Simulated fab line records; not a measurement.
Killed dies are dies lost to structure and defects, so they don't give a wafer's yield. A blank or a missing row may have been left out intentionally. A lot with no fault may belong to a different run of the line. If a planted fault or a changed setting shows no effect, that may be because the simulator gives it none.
Split-lot experiment + flow n5-finfet + on a route of 1938 steps: 7 lots, 21 wafers read

SPLIT DETAILS
At N5_MOL_CONTACT_COAG_ETCH_47 (etches SiNx in CH3F/O2, stops on W, target depth 27 nm), the setting source-w was moved away from the recipe's 395 W on 6 of the 21 wafers read, by -13.6% to +9.3%. The other wafers ran this setting at the recipe's value.

The split's own step is where the reading is taken.

THE READING
rf-vpp-V, in V, at N5_MOL_CONTACT_COAG_ETCH_47 (etches SiNx in CH3F/O2, stops on W, target depth 27 nm). Typical for fault-free wafers on this fab line: 298 V, with standard deviation 6.1 V.

| wafer  | tool, chamber at the split | source-w as run, W | against the recipe | rf-vpp-V, V | against lot-mates on the recipe |
|--------|----------------------------|--------------------|--------------------|-------------|---------------------------------|
| L075.3 | rie-diel-05, 1             | 395                | recipe             | 300         | -                               |
| L075.4 | rie-diel-05, 0             | 395                | recipe             | 300         | -                               |
| L075.5 | rie-diel-05, 3             | 395                | recipe             | 301         | -                               |
| L076.1 | rie-diel-05, 3             | 395                | recipe             | 302         | -                               |
| L076.4 | rie-diel-05, 3             | 395                | recipe             | 302         | -                               |
| L076.6 | rie-diel-05, 1             | 395                | recipe             | 301         | -                               |
| L077.2 | rie-diel-04, 1             | 341.3              | -13.6%             | 320         | +22                             |
| L077.3 | rie-diel-04, 2             | 341.3              | -13.6%             | 328         | +30                             |
| L077.6 | rie-diel-04, 1             | 395                | recipe             | 298         | -                               |
| L078.1 | rie-diel-03, 2             | 431.8              | +9.3%              | 278         | -27                             |
| L078.3 | rie-diel-03, 1             | 431.8              | +9.3%              | 289         | -16                             |
| L078.5 | rie-diel-03, 0             | 395                | recipe             | 305         | -                               |
| L082.1 | rie-diel-04, 2             | 395                | recipe             | 307         | -                               |
| L082.3 | rie-diel-04, 0             | 395                | recipe             | 291         | -                               |
| L082.5 | rie-diel-04, 1             | 395                | recipe             | 299         | -                               |
| L089.2 | rie-diel-05, 2             | 422.9              | +7.1%              | 284         | -17                             |
| L089.4 | rie-diel-05, 1             | 395                | recipe             | 301         | -                               |
| L089.6 | rie-diel-05, 1             | 395                | recipe             | 301         | -                               |
| L090.2 | rie-diel-05, 2             | 395                | recipe             | 293         | -                               |
| L090.5 | rie-diel-05, 1             | 395                | recipe             | 302         | -                               |
| L090.6 | rie-diel-05, 0             | 363                | -8.1%              | 313         | +16                             |

FIT RESULTS
A straight line over all 21 wafers: rf-vpp-V changes by -1.79 V for each +1% of source-w; r = -0.93; the points scatter about the line by 4.2 V.
The same after taking each lot's own level away (the mean of its wafers on the recipe; 21 wafers): -2.06 V for each +1%; r = -0.95; scatter 3.8 V.
On that fit, the largest move of source-w shifts the reading by 28 V.
Across the lots, their own levels run from 297.5 to 305.0 V, a range of 1.2 times the standard deviation given above.
Thus the slope moves with the lot-to-lot level: the two fits are different.
Check: with one of the wafers moved furthest among these (-13.6%) left out of the fit, the line predicts +29.9 V for it against its lot-mates. Against them it came out at +22 V.
Tool readings at the split's step, against how far the setting was moved: etch-rf-on-time-s r = -0.85; rf-vpp-V r = -0.93.

THESE WAFERS: OTHER SPLITS
Before the reading, these wafers also passed through other splits. Each is held against what the fit with the lots' levels taken away leaves over:
| other split on the same wafers         | wafers away from the commonest value | r with rf-vpp-V (lot level and that fit taken away) |
|----------------------------------------|--------------------------------------|-----------------------------------------------------|
| N5_SDB_COAT_05 spin-rpm                | 8                                    | +0.31                                               |
| N5_SDB_ALD_29 ald-cycles               | 8                                    | +0.24                                               |
| N5_HKMG_FIN_ETCH_32 bias-w             | 3                                    | -0.01                                               |
| N5_MOL_CONTACT_COAG_EXPOSE_05 dose-mj  | 4                                    | -0.11                                               |
| N5_MOL_CONTACT_COAG_VIA_ETCH_46 bias-w | 7                                    | +0.01                                               |

THE WHOLE CHAIN: every reading that the file lists as answering this split, in the file's order
| step                        | what it does                                           | reading                                                           | change (the file's fit)               | r (the file's) |
|-----------------------------|--------------------------------------------------------|-------------------------------------------------------------------|---------------------------------------|----------------|
| N5_MOL_CONTACT_COAG_ETCH_47 | etches SiNx in CH3F/O2, stops on W, target depth 27 nm | etch-rf-on-time-s                                                 | withheld for each +1% of the setting  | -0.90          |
| N5_MOL_CONTACT_COAG_ETCH_47 | etches SiNx in CH3F/O2, stops on W, target depth 27 nm | rf-vpp-V                                                          | -2.06 V for each +1% of the setting   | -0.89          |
| N5_MOL_CONTACT_COAG_ETCH_47 | etches SiNx in CH3F/O2, stops on W, target depth 27 nm | etch.t-clear-s (the simulator's own value, which no gauge read)   | -0.143 s for each +1% of the setting  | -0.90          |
| N5_MOL_CONTACT_COAG_ETCH_47 | etches SiNx in CH3F/O2, stops on W, target depth 27 nm | etch.over-etch-s (the simulator's own value, which no gauge read) | -0.0286 s for each +1% of the setting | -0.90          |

THE FILE'S OWN FIT
rf-vpp-V changes by -2.06 V for each +1% of source-w, r = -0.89.
